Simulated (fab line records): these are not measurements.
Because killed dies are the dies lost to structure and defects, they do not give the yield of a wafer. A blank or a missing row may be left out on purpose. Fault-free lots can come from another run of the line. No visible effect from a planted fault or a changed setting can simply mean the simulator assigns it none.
Struck lot and sound lot, side by side / flow nandHarc / 15 out of 1159 route steps
Sound: these wafers, L472.1, L472.3, L472.6. Wafers L464.2, L464.3, L464.6 were the ones struck. Last of all comes the cause.
Each step with rows lists, per side, the tool, then ch with its chambers, then its first start. Under that, the readings that differ: sound wafers / struck wafers / difference of the means / sigmas: that difference in standard deviations of wafers without a fault.
alike: words and numbers the same on both sides, and readings whose means are apart by under 2 such deviations; not compared: readings that were withheld, readings missing a value for some wafer, numbers with overlapping values and no deviation given by the record, and bounds like >300 which may hide the same value.
A row with sigmas, a row that says differs or no value, or rows on one side alone: a step with any of these is where the two part. When numbers do not overlap yet have no deviation, they are printed without sigmas and do not part them. Lack of a reading on every wafer of one side parts them only where that side has two or more wafers.

NHARC_P_M2_ETCH_35: etches the open film in N2/H2, target depth 40 nm, overetch 12 nm, time 43.94 s.
  sound on rieDiel-13 ch 0,1,2, day 11 09:10; struck on rieDiel-09 ch 1,3, day 9 16:03
  alike: chamberPressureMTorr, drypumpMotorCurrentA, oesProductAu, rfVppV, showerheadPlenumPTorr, throttleValvePct
  not compared: rfHoursCounterH
then, 1 step without rows for these wafers: NHARC_P_M2_ETCH_15 (etches the open film in C4F8/Ar, target depth 182.5 nm, time 91.2 s).
NHARC_P_M2_CD_MEAS_16:
  sound: cdSem-02 at day 11 09:23; struck: cdSem-02 at day 9 16:16
  alike: cdNm
then, 1 step without rows for these wafers: NHARC_P_M2_STRIP_18 (strips in N2/H2).
NHARC_P_M2_ETCH_28: etches the open film in CF4/N2, target depth 30 nm, time 72.99 s.
  sound on rieDiel-13 ch 1,2,3; struck on rieDiel-13 ch 0,1,2
  alike: chamberPressureMTorr, drypumpMotorCurrentA, oesProductAu, rfVppV, showerheadPlenumPTorr, throttleValvePct
  not compared: rfHoursCounterH
then, 1 step without rows for these wafers: NHARC_P_M2_STRIP_19 (strips in post etch residue remover, time 600 s).
NHARC_P_M2_DEGAS_29: time 60 s.
  sound: pvdSputter-01 at day 11 10:07; struck: pvdSputter-01 at day 9 17:01
  alike: heaterPowerW
then, 2 steps without rows for these wafers: NHARC_P_M2_PRE_CLEAN_30 (time 30 s); NHARC_P_M2_PVD_20 (deposits TaN, target thk 5 nm, time 8.06 s).
NHARC_P_M2_PVD_21: deposits Cu, target thk 30 nm, time 20.49 s.
  sound on pvdSputter-01; struck on pvdSputter-01
  alike: substrateTempC, throttleValvePct
then, 1 step without rows for these wafers: NHARC_P_M2_ECD_22 (material Cu, target thk 400 nm).
NHARC_P_M2_ANNEAL_31: time 90 s.
  sound on rtpAnneal-01 ch 0, day 11 10:51; struck on rtpAnneal-02 ch 0, day 9 17:49
  alike: wafer_temp_C_max
NHARC_P_M2_CMP_23: polishes, t overpolish 20 s, target thk 144.3 nm.
  sound on cmp-02 ch 0,1,3, day 11 11:11; struck on cmp-02 ch 0,2,3, day 9 18:10
  no value came back on the struck wafers for edgeZonePressureFrac, motorCurrentA (A), timeToEndpointS (s); on the sound wafers edgeZonePressureFrac reads 0.996 1.005 0.995
NHARC_P_M2_THK_MEAS_24: measures by xrf.
  sound: filmMetro-02 at day 11 11:31; struck: filmMetro-01 at day 9 18:25
reading=thkNm (nm); sound=145.2 144.9 145.2; struck=395.0 399.5 401.9; difference=+253.7; sigmas=+99 or more
next, for these wafers, 1 step has no rows: NHARC_P_M2_SRD_25.

## WHERE THEY PART
Last at NHARC_P_M2_THK_MEAS_24 as far as this record goes, first at NHARC_P_M2_CMP_23.

WHY: what had been put in by the simulator
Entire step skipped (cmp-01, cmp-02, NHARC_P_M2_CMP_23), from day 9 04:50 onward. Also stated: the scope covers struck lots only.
